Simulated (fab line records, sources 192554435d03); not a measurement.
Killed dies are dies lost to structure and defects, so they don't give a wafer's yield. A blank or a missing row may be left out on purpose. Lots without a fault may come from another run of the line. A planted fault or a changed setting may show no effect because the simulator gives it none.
fab line records | flow n5_finfet
record lots=4 wafers=12 last_day=17
route steps=1938 shown BEOL_M1@831 BEOL_M2@841 BEOL_M4@1111 PASSIVATION@1936
lots that met no fault: from a run of the same line without faults
start_h: hours from the record's first day to the start of the lot's first wafer shown | wait_h: hours since the lot's step before | " the same as in the row above | L1.1+2: a row that stands for several wafers | - no value, or no start given | * or withheld: withheld | < > ~ a bound
route shown NAME@n: a module of which the file shows steps, and the number in the route of the first | usual: mean/standard deviation of fault-free wafers | same: alike in all rows | chamber/n: place in a boat | sites: the reading at each site | _std_site: their standard deviation | _edge_site: outer sites' mean less inner sites' | radius_mm: how far each site lies from the wafer's centre | mask NAME#n: copy n | behind: the tool/chamber that last shaped the wafer | hold: why the lot was held/for how many hours/how that ended | device: the transistor (n, p or np) that didn't switch | end of line: the same wafers' tests at the end of the route | a step without rows: its recipe alone | killed: dies lost to structure and defects at the first sort, not the wafer's yield | map: a wafer's dies, x killed, . not, _ none there
set.NAME: the setting as run; set.NAME@STEP: as run at that earlier step | model.NAME: the simulator's own value behind a step, which no gauge read
lots at some steps of the route; a table a step, a row a wafer
services: from which hour (start_h, from the record's first day; less than 0 if before it) a tool's chamber was out of use, for how many hours, and why
## steps
# step N5_BEOL_M1_ECD_50
# recipe material=Cu target_thk_a=3000
# step N5_BEOL_M1_ANNEAL_51
# recipe temp_c=225 time_s=90 ambient=N2
# step N5_BEOL_M1_CMP_52
# recipe stop_on=SiOC t_overpolish_s=6.8 down_force_psi=1 platen_rpm=50 clearing_platen_down_force_psi=1.5 clearing_platen_rpm=50 post_cmp_clean=cu_alkaline target_thk_nm=40 clearing_platen_pad_velocity_m_s=0.99484 pad_velocity_m_s=0.99484
# step N5_BEOL_M1_PRE_CLEAN_60
# recipe gas=NH3/H2 time_s=15 temp_c=* rf_power_w=300
# step N5_BEOL_M1_CO_CAP_55
# recipe material=Co target_thk_a=20 temp_c=200 precursor=CCTBA/H2 pressure_torr=30 time_s=102.1
# step N5_BEOL_M1_PRE_CLEAN_56
# recipe gas=NH3 time_s=15 temp_c=withheld rf_power_w=300
# step N5_BEOL_M1_DEP_57
# recipe material=SiCN target_thk_a=80 temp_c=withheld precursor=3MS/NH3 pressure_torr=3 rf_w=202 time_s=14
# step N5_BEOL_M2_ILD_DEP_00
# recipe material=SiOC target_thk_a=790 temp_c=350 precursor=DEMS/O2 pressure_torr=5 rf_w=500 time_s=15.3
# step N5_BEOL_M2_PECVD_72
# recipe material=SiO2 target_thk_a=160 temp_c=400 precursor=TEOS/O2 pressure_torr=5.5 rf_w=450 teos_flow_sccm=53.8 gas=O2 flow_sccm=3000 time_s=18
# usual chamber_pressure_Torr=5.499/0.013 heater_power_w=649/71 showerhead_plenum_p_Torr=8.77/0.061 susceptor_temp_C=400.04/0.23 throttle_valve_pct=22.4/1.1
# columns lot.wafer tool chamber start_h wait_h chamber_pressure_Torr heater_power_w showerhead_plenum_p_Torr susceptor_temp_C throttle_valve_pct model.SiO2_of_BEOL_M2_PECVD_72.thk_nm
L877.2 pecvd-04 0 225.79 0.0 5.495 713 8.74 399.83 21.5 15.6
L877.5 " 1 " " 5.476 623 8.75 400.16 23.6 16.2
L877.6 " 0 " " 5.488 704 8.75 399.62 21.9 16
L878.4 pecvd-04 1 236.99 0.1 5.497 729 8.74 413.94 24.0 14.8
L878.5 " 0 " " 5.503 826 8.75 414.99 22.2 14.6
L878.6 " 2 " " 5.494 714 8.78 413.94 20.5 14.8
L880.2 pecvd-04 1 246.04 0.0 5.499 745 8.75 414.35 23.9 14.6
L880.3 " 0 " " 5.507 867 8.73 414.46 21.9 14.4
L880.6 " 1 " " 5.502 719 8.75 414.16 23.6 15
L885.3 pecvd-02 0 274.12 0.0 5.509 612 8.68 400.16 23.6 15.8
L885.5 " 1 " " 5.506 724 8.83 399.77 22.7 16.2
L885.6 " 0 " " 5.517 580 8.66 400.12 23.7 16.2
# step N5_BEOL_M2_HM_DEP_02
# recipe material=TiN target_thk_a=200 temp_c=25 chamber_pressure_pa=0.49996
# step N5_BEOL_M2_COAT_61
# recipe resist=SOC temp_c=250 time_s=60 spin_rpm=1500 resist_thk_nm=60
# step N5_BEOL_M2_COAT_62
# recipe resist=SiARC temp_c=220 time_s=60 spin_rpm=1500 resist_thk_nm=12
# step N5_BEOL_M2_COAT_73
# recipe resist=underlayer temp_c=205 time_s=60 spin_rpm=1500 resist_thk_nm=5
# step N5_BEOL_M2_COAT_05
# recipe resist=CAR-EUV spin_rpm=1500 resist_thk_nm=30
# step N5_BEOL_M2_EBR_07
# recipe solvent=PGMEA ebr_width_mm=1.5
# step N5_BEOL_M2_SOFTBAKE_06
# recipe temp_c=110 time_s=60 resist=CAR-EUV
# step N5_BEOL_M2_EXPOSE_08
# recipe mask_id=M2 na=0.33 source_shape=dipole sigma_inner=0.369 sigma_outer=0.767 polarization=unpolarized dose_mj=41.25
# step N5_BEOL_M2_PEB_09
# recipe peb_temp_c=100 peb_time_s=60 resist=CAR-EUV
# step N5_BEOL_M2_DEVELOP_10
# recipe develop_time_s=30 developer=TMAH resist=CAR-EUV rinse_liquid=surfactant_rinse dry=air_spin dev_temp_c=23
# step N5_BEOL_M2_DESCUM_16
# recipe chemistry=O2 time_s=7 source_power_w=50 bias_power_w=20 pressure_mtorr=20 rf_frequency_hz=2.712e+07 temp_c=40 resist=CAR-EUV o2_flow_sccm=225
# step N5_BEOL_M2_ETCH_74
# recipe chemistry=N2/H2 target=underlayer target_depth_a=65 mask_material=CAR-EUV time_s=5.2 ion_energy_ev=200 pressure_mtorr=30 source_w=840 bias_w=150 n2_flow_sccm=200 h2_flow_sccm=200 ends=cleared
# step N5_BEOL_M2_ETCH_63
# recipe chemistry=CF4 target=SiARC target_depth_a=156 mask_material=CAR-EUV time_s=26 ion_energy_ev=80 pressure_mtorr=40 source_w=545 bias_w=36 Ar_flow_sccm=100 cf4_flow_sccm=100 ends=cleared
# step N5_BEOL_M2_ETCH_64
# recipe chemistry=N2/H2 target=SOC target_depth_a=750 overetch_a=225 mask_material=SiARC temp_c=40 time_s=121.9 ion_energy_ev=200 pressure_mtorr=30 source_w=840 bias_w=150 n2_flow_sccm=200 h2_flow_sccm=200
# step N5_BEOL_M2_STRIP_65
# recipe chemistry=N2/H2 temp_c=40 n2_flow_sccm=200 h2_flow_sccm=200 rf_frequency_hz=6e+07
# step N5_BEOL_M2_STRIP_75
# recipe chemistry=N2/H2 temp_c=40 n2_flow_sccm=200 h2_flow_sccm=200 rf_frequency_hz=6e+07
# step N5_BEOL_M2_STRIP_66
# recipe chemistry=CF4 resist=SiARC power_w=300 bias_power_w=75 pressure_mtorr=50 cf4_flow_sccm=150 rf_frequency_hz=6e+07
# step N5_BEOL_M2_HM_OPEN_17
# recipe chemistry=Cl2/BCl3 target_depth_a=200 overetch_a=60 target=TiN mask_material=SOC ion_energy_ev=150 pressure_mtorr=10 icp_w=1000 bias_w=126 Cl2_flow_sccm=53.25 bcl3_flow_sccm=21.75 Ar_flow_sccm=25
# step N5_BEOL_M2_STRIP_19
# recipe chemistry=O2 power_w=400 temp_c=40 pressure_mtorr=30 rf_frequency_hz=6e+07 bias_power_w=0 overash_fraction=0.2 o2_flow_sccm=225
# step N5_BEOL_M2_COAT_67
# recipe resist=SOC temp_c=250 time_s=60 spin_rpm=1500 resist_thk_nm=60
# step N5_BEOL_M2_COAT_68
# recipe resist=SiARC temp_c=220 time_s=60 spin_rpm=1500 resist_thk_nm=12
# step N5_BEOL_M2_COAT_76
# recipe resist=underlayer temp_c=205 time_s=60 spin_rpm=1500 resist_thk_nm=5
# step N5_BEOL_M2_COAT_22
# recipe resist=CAR-EUV spin_rpm=1500 resist_thk_nm=30
# step N5_BEOL_M2_EBR_24
# recipe solvent=PGMEA ebr_width_mm=1.5
# step N5_BEOL_M2_SOFTBAKE_23
# recipe temp_c=110 time_s=60 resist=CAR-EUV
# step N5_BEOL_M2_HM_STRIP_39
# recipe chemistry=peroxide_tin_strip material=TiN target_depth_a=250 temp_c=50 time_s=158
# columns lot.wafer tool chamber start_h wait_h model.SiO2_of_BEOL_M2_PECVD_72.thk_nm
L877.2 wet_bench-06 6 229.89 0.0 15.6
L877.5+6 " 4,0 " " 16
L878.4 wet_bench-01 5 247.04 0.0 14.8
L878.5 " 6 " " 14.4
L878.6 " 0 " " 14.6
L880.2 wet_bench-06 1 252.61 0.0 14.6
L880.3 " 2 " " 14.2
L880.6 " 5 " " 14.8
L885.3 wet_bench-06 2 277.16 0.0 15.8
L885.5+6 " 4,7 " " 16
# step N5_BEOL_M4_RC_MEAS_101
# usual DIBL_N=36.3/1.2 DIBL_P=36.7/1.5 IOFF_N=0.164/0.02 IOFF_P=0.214/0.024 ION_N=673/8.5 ION_P=461/5.9 SS_N=71.6/0.44 SS_P=73.3/0.55 VT_N=249.4/2.4 VT_P=-250.0/2.3
# columns lot.wafer tool chamber start_h wait_h DIBL_N[mV/V] DIBL_P[mV/V] IOFF_N[nA/um] IOFF_P[nA/um] ION_N[uA/um] ION_P[uA/um] SS_N[mV/dec] SS_P[mV/dec] VT_N[mV] VT_P[mV]
L877.2 prober-02 0 260.07 0.2 35.0 35.8 0.133 0.198 669 465 71.0 72.8 254.1 -248.2
L877.5 " 0 " " 35.2 35.6 0.134 0.196 664 460 70.6 72.4 251.3 -249.8
L877.6 " 0 " " 37.1 38.4 0.170 0.239 672 465 72.0 74.3 252.0 -244.9
L878.4 prober-02 0 269.64 0.5 35.1 35.0 0.141 0.202 673 470 71.4 73.9 250.7 -248.7
L878.5 " 0 " " 36.4 36.7 0.170 0.235 684 469 71.8 73.5 247.5 -247.0
L878.6 " 0 " " 36.2 35.9 0.164 0.214 674 464 71.7 73.3 249.1 -249.4
L880.2 prober-01 0 281.12 0.2 35.2 37.4 0.164 0.210 682 464 71.4 72.5 247.2 -249.2
L880.3 " 0 " " 33.8 35.5 0.130 0.181 660 456 71.2 71.9 252.8 -249.8
L880.6 " 0 " " 34.3 36.2 0.150 0.189 668 453 71.1 72.4 249.9 -252.0
L885.3 prober-02 0 307.49 0.3 37.3 39.5 0.178 0.237 679 466 71.8 73.9 250.1 -250.4
L885.5 " 0 " " 38.1 40.5 0.196 0.242 682 467 72.0 74.5 247.9 -249.3
L885.6 " 0 " " 36.9 39.9 0.183 0.241 688 469 71.3 73.9 247.6 -249.9
# step N5_PASSIVATION_PROBE_49
# usual defect_limited_yield=91.2/1.5 killed_at_M0_to_M3=35/11 killed_at_M4_up=13/5.6 killed_at_contacts=13/6.3 killed_at_front_end=38/12 killed_at_other=3.7/2.9 killed_dies=104/18 killed_open=69/13 killed_short=34/8.3 sort_bin_5_function=5.2/0.95 sort_bin_6_memory=3.3/0.68 sort_n_pass=1076/18 sort_yield_pct=91.2/1.5
# same gross_dies=1180 killed_at_back_side=0 sort_bin_4_leakage[%]=0 sort_bin_8_speed[%]=0
# columns lot.wafer tool chamber start_h wait_h defect_limited_yield[%] killed_at_M0_to_M3 killed_at_M4_up killed_at_contacts killed_at_front_end killed_at_other killed_dies killed_open killed_short sort_bin_5_function[%] sort_bin_6_memory[%] sort_n_pass sort_yield_pct[%]
L880.3 prober-02 - 394.27 0.1 91.4 25 21 18 35 2 101 58 43 5.5 2.4 1079 91.4
# killed by level:class
L880.3 MOL_CONTACT_COAG:geometric_particle:open=12 BEOL_M4:geometric_particle:open=10 BEOL_M0_SAQP:geometric_particle:short=9 FIN_SAQP:geometric_particle:short=8 GATE_CUT:geometric_particle:short=8 STI_FIN_REVEAL:geometric_particle:open=7 MOL_CONTACT_COAG:geometric_particle:short=6 BEOL_M0_SAQP:geometric_particle:open=6
## services
# columns tool chamber start_h hours kind
pecvd-04 2 202.38 - clean
pecvd-04 2 202.38 - consumable_replace:showerhead
pecvd-04 2 202.38 29.0 scheduled_down
pecvd-04 2 202.38 29.0 vent_cycle
pecvd-02 1 242.54 2.1 repair
pecvd-02 - 266.62 1.8 repair
## key
first_sign step=N5_BEOL_M2_PECVD_72 reading=susceptor_temp_C direction=up sigmas=61 usual=* struck=*
effect step=N5_BEOL_M2_PECVD_72 reading=heater_power_w direction=up sigmas=1.6 usual=* struck=*
model_effect step=N5_BEOL_M2_PECVD_72 value=SiO2_of_BEOL_M2_PECVD_72.thk_nm without=16.23 struck=14.7
model_effect step=N5_BEOL_M2_HM_STRIP_39 value=SiO2_of_BEOL_M2_PECVD_72.thk_nm without=16.1 struck=14.57
met_at N5_BEOL_M2_PECVD_72
struck_wafers L878.4,L878.5,L878.6,L880.2,L880.3,L880.6
onset_between 225.79 236.99
fault kind=process_parameter_drift tool=pecvd-04 chamber=- onset_h=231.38 steps=N5_BEOL_M2_PECVD_72 channel=temp_c offset=* shape=step end_h=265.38 acts_in=* stated=*
